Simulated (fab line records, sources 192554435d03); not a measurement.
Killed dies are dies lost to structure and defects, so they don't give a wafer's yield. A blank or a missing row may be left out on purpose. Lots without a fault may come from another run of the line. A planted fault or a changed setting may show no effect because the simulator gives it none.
Split-lot experiment | flow n5_finfet | 7 lots, 21 wafers read, on a route of 1938 steps

THE SPLIT
At N5_BEOL_M11_ETCH_66 (etches SOC in N2/H2, target depth 120 nm, overetch 24 nm, time 180 s), the setting time_s was moved away from the recipe's 180 s on 12 of the 21 wafers read, by -13.9% to +20.0%. The other wafers ran this setting at the recipe's value.

The reading is taken at the split's own step.

THE READING
SiARC_of_BEOL_M11_COAT_64.thk_nm (the simulator's own value, which no gauge read), in nm, at N5_BEOL_M11_ETCH_66 (etches SOC in N2/H2, target depth 120 nm, overetch 24 nm, time 180 s). The file gives no usual value for it. The 9 wafers here that ran the recipe average 22.7 nm, standard deviation 0.27 nm.

wafer  | tool, chamber at the split | time_s as run, s | against the recipe | SiARC_of_BEOL_M11_COAT_64.thk_nm, nm | against lot-mates on the recipe
L075.1 | rie_diel-06, 1,2           | 180              | recipe             | 22.4                                 | -
L075.5 | rie_diel-06, 1,2           | 180              | recipe             | 22.4                                 | -
L075.2 | rie_diel-06, 3             | 180              | recipe             | 22.6                                 | -
L082.1 | rie_diel-01, 3,2           | 216              | +20.0%             | 21.4                                 | -1.6
L082.4 | rie_diel-01, 3,2           | 216              | +20.0%             | 21.4                                 | -1.6
L082.3 | rie_diel-01, 3             | 180              | recipe             | 23                                   | -
L085.1 | rie_diel-06, 3             | 154.9            | -13.9%             | 23.6                                 | +1.2
L085.5 | rie_diel-06, 0             | 154.9            | -13.9%             | 23.2                                 | +0.8
L085.6 | rie_diel-06, 1             | 180              | recipe             | 22.4                                 | -
L080.1 | rie_diel-01, 0             | 165.9            | -7.8%              | 23.4                                 | +0.6
L080.5 | rie_diel-01, 1             | 165.9            | -7.8%              | 23.6                                 | +0.8
L080.6 | rie_diel-01, 3             | 180              | recipe             | 22.8                                 | -
L084.1 | rie_diel-01, 1             | 180              | recipe             | 23.2                                 | -
L084.2 | rie_diel-01, 0             | 194              | +7.8%              | 22.2                                 | -1.0
L084.4 | rie_diel-01, 0             | 194              | +7.8%              | 22.2                                 | -1.0
L089.3 | rie_diel-06, 3             | 180              | recipe             | 22.6                                 | -
L089.4 | rie_diel-06, 1             | 164.6            | -8.6%              | 23                                   | +0.4
L089.6 | rie_diel-06, 3             | 164.6            | -8.6%              | 23.2                                 | +0.6
L094.1 | rie_diel-01, 3             | 180              | recipe             | 22.8                                 | -
L094.4 | rie_diel-01, 1             | 201              | +11.7%             | 22.2                                 | -0.6
L094.6 | rie_diel-01, 0             | 201              | +11.7%             | 21.8                                 | -1.0
Where a row lists several chambers, the file gives one row for several wafers and doesn't say which wafer went through which chamber.

THE FIT
A straight line over all 21 wafers: SiARC_of_BEOL_M11_COAT_64.thk_nm changes by -0.062 nm for each +1% of time_s; r = -0.93; the points scatter about the line by 0.25 nm.
The same after taking each lot's own level away (the mean of its wafers on the recipe; 21 wafers): -0.0782 nm for each +1%; r = -0.97; scatter 0.18 nm.
On that fit, the largest move of time_s shifts the reading by 1.6 nm.
The lots' own levels span 22.40 to 23.20 nm, that is 3.0 times the standard deviation above.
So the lot-to-lot level changes the slope: the two fits differ.
Check: with one of the wafers moved furthest among these (+20.0%) left out of the fit, the line predicts -1.61 nm for it against its lot-mates. It came out at -1.6 nm against them.

OTHER SPLITS ON THESE WAFERS
These wafers also went through other splits before the reading. Each is held against what the fit with the lots' levels taken away leaves over:
other split on the same wafers     | wafers away from the commonest value | r with SiARC_of_BEOL_M11_COAT_64.thk_nm (lot level and that fit taken away)
N5_BEOL_M10_HM_DEP_02 target_thk_a | 7                                    | -0.01
N5_BEOL_M11_EXPOSE_25 dose_mj      | 7                                    | -0.17

THE FILE'S OWN FIT
SiARC_of_BEOL_M11_COAT_64.thk_nm changes by -0.0787 nm for each +1% of time_s, r = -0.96.
